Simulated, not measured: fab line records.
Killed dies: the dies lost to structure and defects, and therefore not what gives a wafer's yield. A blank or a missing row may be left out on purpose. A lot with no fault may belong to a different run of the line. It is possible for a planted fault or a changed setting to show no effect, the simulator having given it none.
Lot-split experiment ; flow n5_finfet ; 7 lots, 21 wafers read, on a route of 1938 steps

== ABOUT THE SPLIT ==
At N5_FIN_SAQP_PECVD_06 (deposits a-Si from SiH4/He, target thk 60 nm, time 48.1 s), the setting time_s was moved away from the recipe's 48.1 s on 2 of the 21 wafers read, by +6.7% to +8.9%. This setting was run at the recipe's value on the other wafers.

== FROM THE SPLIT TO THE READING: what the file shows between them, 10 steps ==
- N5_FIN_SAQP_THK_MEAS_07
- N5_FIN_SAQP_HM_DEP_72: deposits SiO2 from SiH4/N2O, target thk 12 nm, time 7.2 s
- N5_FIN_SAQP_COAT_49: time 60 s, resist thk 100 nm
- N5_FIN_SAQP_HM_OPEN_73: chemistry CHF3/O2, target SiO2, stops on a-Si, target depth 12 nm, time 16.8 s
- N5_FIN_SAQP_STRIP_74: strips in CHF3/O2
- N5_FIN_SAQP_MANDREL_ETCH_22: etches a-Si in HBr/Cl2, stops on SiNx, target depth 60 nm, bt time 10 s, time 30 s
- N5_FIN_SAQP_STRIP_55: strips in N2/H2
- N5_FIN_SAQP_STRIP_23: strips in SPM, time 750 s
- N5_FIN_SAQP_SRD_66: time 30 s
- N5_FIN_SAQP_RECESS_75: chemistry HF/NH3, target SiO2, target depth 14.4 nm, afs cycles 3, sublimation time 60 s

== THE READING ==
a-Si_of_FIN_SAQP_PECVD_06.thk_nm (the simulator's own value, which no gauge read), in nm, at N5_FIN_SAQP_SPACER1_ALD_24 (deposits SiO2, target thk 20.3 nm, pulse time 1 s, purge time 2 s). There is no usual value for it anywhere in the file. Across the 19 wafers here that went through the recipe, the average is 59.9 nm and the standard deviation 0.71 nm.

wafer;tool, chamber at the split;time_s as run, s;against the recipe;a-Si_of_FIN_SAQP_PECVD_06.thk_nm, nm;against lot-mates on the recipe
L076.2;pecvd-03, 0;48.1;recipe;58.6;-
L076.4;pecvd-03, 2;48.1;recipe;60.8;-
L076.6;pecvd-03, 0;48.1;recipe;59.8;-
L077.2;pecvd-03, 2;48.1;recipe;59.8;-
L077.3;pecvd-03, 0;48.1;recipe;59.4;-
L077.5;pecvd-03, 2;48.1;recipe;61;-
L078.1;pecvd-03, 0;48.1;recipe;60;-
L078.3;pecvd-03, 0;48.1;recipe;60.2;-
L078.5;pecvd-03, 2;48.1;recipe;61;-
L079.3;pecvd-02, 1;48.1;recipe;60.2;-
L079.4;pecvd-02, 2;48.1;recipe;60.8;-
L079.6;pecvd-02, 0;48.1;recipe;60.4;-
L083.2;pecvd-02, 0;48.1;recipe;58.8;-
L083.3;pecvd-02, 1;48.1;recipe;60;-
L083.6;pecvd-02, 0;52.37;+8.9%;65.4;+6.0
L093.2;pecvd-04, 1;48.1;recipe;59.2;-
L093.4;pecvd-04, 1;48.1;recipe;59.4;-
L093.6;pecvd-04, 2;51.32;+6.7%;64.2;+4.9
L096.2;pecvd-04, 1;48.1;recipe;58.8;-
L096.3;pecvd-04, 2;48.1;recipe;59.8;-
L096.6;pecvd-04, 1;48.1;recipe;59.8;-

THE FIT
A straight line over all 21 wafers: a-Si_of_FIN_SAQP_PECVD_06.thk_nm changes by +0.63 nm for each +1% of time_s; r = +0.91; the points scatter about the line by 0.71 nm.
The same after taking each lot's own level away (the mean of its wafers on the recipe; 21 wafers): +0.696 nm for each +1%; r = +0.95; scatter 0.56 nm.
According to that fit, moving time_s by its largest amount changes the reading by 6.2 nm.
Across the lots, their own levels run from 59.30 to 60.47 nm, a range of 1.6 times the standard deviation given above.
Consequently the slope shifts little with the lot-to-lot level, the two slopes agreeing.
Check: for one of the wafers moved furthest among these (+8.9%), held out of the fit, the line's prediction against its lot-mates is +6.5 nm. Against them it came out at +6 nm.

== FURTHER SPLITS ON THESE WAFERS ==
These wafers also went through other splits before the reading. Each is held against what the fit with the lots' levels taken away leaves over:
other split on the same wafers;wafers away from the commonest value;r with a-Si_of_FIN_SAQP_PECVD_06.thk_nm (lot level and that fit taken away)
N5_WELL_APT_COAT_02 spin_rpm;5;-0.21
N5_FIN_SAQP_HM_DEP_03 time_s;12;+0.12

== THE WHOLE CHAIN: every reading that the file lists as answering this split, in the file's order ==
step;what it does;reading;change (the file's fit);r (the file's)
N5_FIN_SAQP_PECVD_06;deposits a-Si from SiH4/He, target thk 60 nm, time 48.1 s;a-Si_of_FIN_SAQP_PECVD_06.thk_nm (the simulator's own value, which no gauge read);+0.69 nm for each +1% of the setting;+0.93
N5_FIN_SAQP_THK_MEAS_07;;thk_nm;withheld for each +1% of the setting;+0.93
N5_FIN_SAQP_MANDREL_ETCH_22;etches a-Si in HBr/Cl2, stops on SiNx, target depth 60 nm, bt time 10 s, time 30 s;etch.depth_nm (the simulator's own value, which no gauge read);+0.689 nm for each +1% of the setting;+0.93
N5_FIN_SAQP_SPACER1_ALD_24;deposits SiO2, target thk 20.3 nm, pulse time 1 s, purge time 2 s;a-Si_of_FIN_SAQP_PECVD_06.thk_nm (the simulator's own value, which no gauge read);+0.696 nm for each +1% of the setting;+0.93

== THE FILE'S OWN FIT ==
a-Si_of_FIN_SAQP_PECVD_06.thk_nm changes by +0.696 nm for each +1% of time_s, r = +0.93.
